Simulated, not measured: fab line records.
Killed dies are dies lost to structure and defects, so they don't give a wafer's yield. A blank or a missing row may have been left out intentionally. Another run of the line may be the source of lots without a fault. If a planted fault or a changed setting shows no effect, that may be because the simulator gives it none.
Chamber matching | flow n5Finfet | N5_HKMG_FIN_ETCH_35 on rieDiel-03 has 4 sister chambers
The step etches SOC in N2/H2, target depth 215.8 nm, time 243.4 s. 22 wafers are shown with their chamber, then 11 later ones without.

== WAFERS WITH THEIR CHAMBER ==
wafer  | chamber | showerheadPlenumPTorr (Torr) | drypumpMotorCurrentA (A) | throttleValvePct (%)
L075.2 | 2       | 2.56                         | 5.3                      | 17.99
L075.4 | 2       | 2.56                         | 5.3                      | 17.99
L075.6 | 3       | 2.43                         | 6.3                      | 18.10
L079.3 | 2       | 2.56                         | 5.3                      | 18.01
L079.4 | 2       | 2.56                         | 5.3                      | 18.00
L079.6 | 0       | 2.68                         | 5.7                      | 17.93
L081.2 | 0       | 2.67                         | 5.7                      | 17.92
L081.3 | 3       | 2.42                         | 6.3                      | 18.13
L081.5 | 0       | 2.67                         | 5.7                      | 17.93
L082.1 | 2       | 2.56                         | 5.3                      | 18.01
L082.2 | 0       | 2.67                         | 5.7                      | 17.93
L082.4 | 3       | 2.42                         | 6.4                      | 18.16
L084.1 | 0       | 2.67                         | 5.7                      | 17.96
L084.2 | 2       | 2.55                         | 5.3                      | 18.02
L084.6 | 2       | 2.55                         | 5.3                      | 18.03
L088.2 | 3       | 2.42                         | 6.3                      | 18.18
L088.3 | 2       | 2.55                         | 5.3                      | 18.03
L088.5 | 1       | 2.57                         | 5.2                      | 17.96
L090.1 | 3       | 2.42                         | 6.4                      | 18.18
L090.4 | 0       | 2.67                         | 5.7                      | 17.97
L090.5 | 1       | 2.57                         | 5.2                      | 17.96
L089.2 | 1       | 2.57                         | 5.3                      | 17.96

SIGNATURES (averages over the wafers above)
reading               | chamber 0 | chamber 1 | chamber 2 | chamber 3 | scatter within a chamber
showerheadPlenumPTorr | 2.6717    | 2.5700    | 2.5562    | 2.4220    | 0.00441
drypumpMotorCurrentA  | 5.700     | 5.233     | 5.300     | 6.340     | 0.0322
throttleValvePct      | 17.9400   | 17.9600   | 18.0100   | 18.1500   | 0.0219
Rule: a wafer's distance from a chamber is the root of the sum, over the readings, of the square of ((its reading less the chamber's mean) divided by the reading's scatter). If the next closest chamber is less than 2 further off than the closest, the wafer can't be placed; otherwise it belongs to the closest. The scatter: take each reading less its chamber's mean, square it, sum over the shown wafers, divide by the number of wafers less the number of chambers, and take the root.

== WAFERS WITHOUT THEIR CHAMBER ==
wafer  | showerheadPlenumPTorr (Torr) | drypumpMotorCurrentA (A) | throttleValvePct (%)
L089.3 | 2.66                         | 5.7                      | 17.95
L089.4 | 2.42                         | 6.4                      | 18.17
L091.3 | 2.66                         | 5.7                      | 17.98
L091.5 | 2.57                         | 5.3                      | 17.95
L091.6 | 2.66                         | 5.7                      | 17.97
L092.3 | 2.57                         | 5.2                      | 17.95
L092.4 | 2.41                         | 6.3                      | 18.19
L092.6 | 2.55                         | 5.3                      | 18.05
L097.2 | 2.57                         | 5.3                      | 17.98
L097.4 | 2.57                         | 5.2                      | 17.99
L097.5 | 2.66                         | 5.7                      | 17.98

== WHICH CHAMBER EACH ONE RAN IN ==
wafer  | from the rows above     | in truth
L089.3 | 0                       | 0
L089.4 | 3                       | 3
L091.3 | 0                       | 0
L091.5 | 1                       | 1
L091.6 | 0                       | 0
L092.3 | 1                       | 1
L092.4 | 3                       | 3
L092.6 | 2                       | 2
L097.2 | can't be placed: 1 or 2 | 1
L097.4 | 1                       | 1
L097.5 | 0                       | 0
Placed correctly: 10 of 11. From these rows, 1 cannot be placed; in 1 the true chamber is one of the candidates. Number placed wrongly: 0.
